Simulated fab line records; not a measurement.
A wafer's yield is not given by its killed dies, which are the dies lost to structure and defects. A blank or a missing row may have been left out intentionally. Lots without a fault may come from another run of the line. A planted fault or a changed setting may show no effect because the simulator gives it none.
8D (eight disciplines) problem report, filled in by code -- flow n5_finfet -- the parts of the form that need people (team, actions taken, sign-off) are left out

1. THE PROBLEM
At N5_HKMG_FIN_ALD_71, susceptor_temp_C averages 392.90 C over 6 wafers from 2 lots, while fault-free wafers read 399.98 C, standard deviation 0.24. Measured from the usual mean, that is -30 standard deviations.
The step: deposits TiN, target thk 1 nm, pulse time 1 s, purge time 3 s.
Earliest sighting: wafer L986.2 on ald_metal-04 at day 8 12:34. The record has a number at this step for 18 wafers belonging to 6 lots. The rule behind "out" and "out of limits": a value lying over 4 standard deviations away from the usual mean. Any other wafer with a number is counted as sound.

2. WHAT THIS IS AND IS NOT
question,is,is not
which readings at this step,susceptor_temp_C,"heater_power_w, precursor_pulse_height_rel"
which lots,"L986, L988","L973, L978, L989, L990"
which wafers of those lots,all that have a number,-
read on which tools,ald_metal-04,"ald_metal-02, ald_metal-03"
when,from day 8 12:34,"up to then (6 sound wafers); but 6 sound wafers of L989, L990 came after"

3. WHAT RULES OUT EACH SUSPECT
Counting: a tool at a process step up to the reading stays a suspect if it ran every lot that is out and no sound lot after the first of them.
- ald_metal-04 at N5_HKMG_FIN_NWFM_ALD_20 (deposits TiAlC, target thk 2 nm, pulse time 3 s, purge time 2 s): kept. It processed each lot that is out, first L986 at day 8 12:28, and no sound lot thereafter; up to then, the last sound lot it processed was L973 at day 5 07:05.
- ald_metal-04 at N5_HKMG_FIN_ALD_71 (deposits TiN, target thk 1 nm, pulse time 1 s, purge time 3 s): kept. It processed each lot that is out, first L986 at day 8 12:34, and no sound lot thereafter; up to then, the last sound lot it processed was L973 at day 5 07:16. Its own readings are out on those wafers: susceptor_temp_C.
After counting, ald_metal-04 at N5_HKMG_FIN_NWFM_ALD_20 and ald_metal-04 at N5_HKMG_FIN_ALD_71 remain.

4. THE CAUSE (what the simulator had put in)
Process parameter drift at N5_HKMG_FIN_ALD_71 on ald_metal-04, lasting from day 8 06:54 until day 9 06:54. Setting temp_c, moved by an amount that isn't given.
This tool is one of the 2 suspects left after counting.

5. THE EFFECT CHAIN, in route order
Rows list readings where the struck wafers' mean (over those with a number) sits beyond 3 standard deviations from the usual. Scope: only readings with a usual standard deviation given in the record; hours: median across lots of the time from each lot's start at the first step in this table that gives one to its start at this step; sigmas: change in usual standard deviations.
hours,step,reading,usual,on struck wafers,change,sigmas
0,N5_HKMG_FIN_ALD_71,susceptor_temp_C,399.98 C,392.90,-7.08,-30
Process steps it contains:
- N5_HKMG_FIN_ALD_71: deposits TiN, target thk 1 nm, pulse time 1 s, purge time 3 s.
At these later measuring or inspecting steps, every struck wafer for which the step has a row has a number for every such reading, and none has moved that far: N5_BEOL_M4_RC_MEAS_101.

6. WHAT WOULD HAVE CAUGHT IT SOONER
6 hours passed between the start of the fault at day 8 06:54 and the first reading out of limits in this record, taken at day 8 12:34.
